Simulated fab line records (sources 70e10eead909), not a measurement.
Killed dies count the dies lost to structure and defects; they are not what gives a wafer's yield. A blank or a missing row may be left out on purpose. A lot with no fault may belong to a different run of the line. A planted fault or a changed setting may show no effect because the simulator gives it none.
Chamber matching    flow nand_harc    3 sister chambers for NHARC_P_M1_PRE_CLEAN_32 on pecvd-02
The step time 12 s. 3 wafers are shown with their chamber, then 7 later ones without.

== EACH WAFER AND ITS CHAMBER ==
wafer   chamber  heater_power_w (W)
L655.4  1        702
L654.1  0        681
L654.4  2        688

== WAFERS MISSING THEIR CHAMBER ==
wafer   heater_power_w (W)
L654.5  679
L658.1  575
L658.2  729
L658.3  618
L661.1  612
L661.3  656
L661.5  664

== THE CHAMBER EACH PASSED THROUGH ==
wafer   from the rows above           in truth
L654.5  can't be placed: 0 or 2 or 1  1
L658.1  can't be placed: 0 or 2 or 1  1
L658.2  can't be placed: 1 or 2 or 0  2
L658.3  can't be placed: 0 or 2 or 1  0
L661.1  can't be placed: 0 or 2 or 1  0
L661.3  can't be placed: 0 or 2 or 1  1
L661.5  can't be placed: 0 or 2 or 1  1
Correctly placed: 0 of 7. From these rows, 7 cannot be placed; in 7 the true chamber is one of the candidates. Placed wrongly: 0.
How it was worked out, from the rows above alone: a wafer's distance from a chamber is the root of the sum, over the readings, of the square of ((its reading less the chamber's mean) divided by the reading's scatter). The wafer belongs to the nearest chamber; if the next one is less than 2 further off, it can't be placed. The mean given for a chamber averages the wafers shown for that chamber. The scatter: root of mean squared gap, hidden wafer to nearest shown wafer, with one shown wafer a chamber.
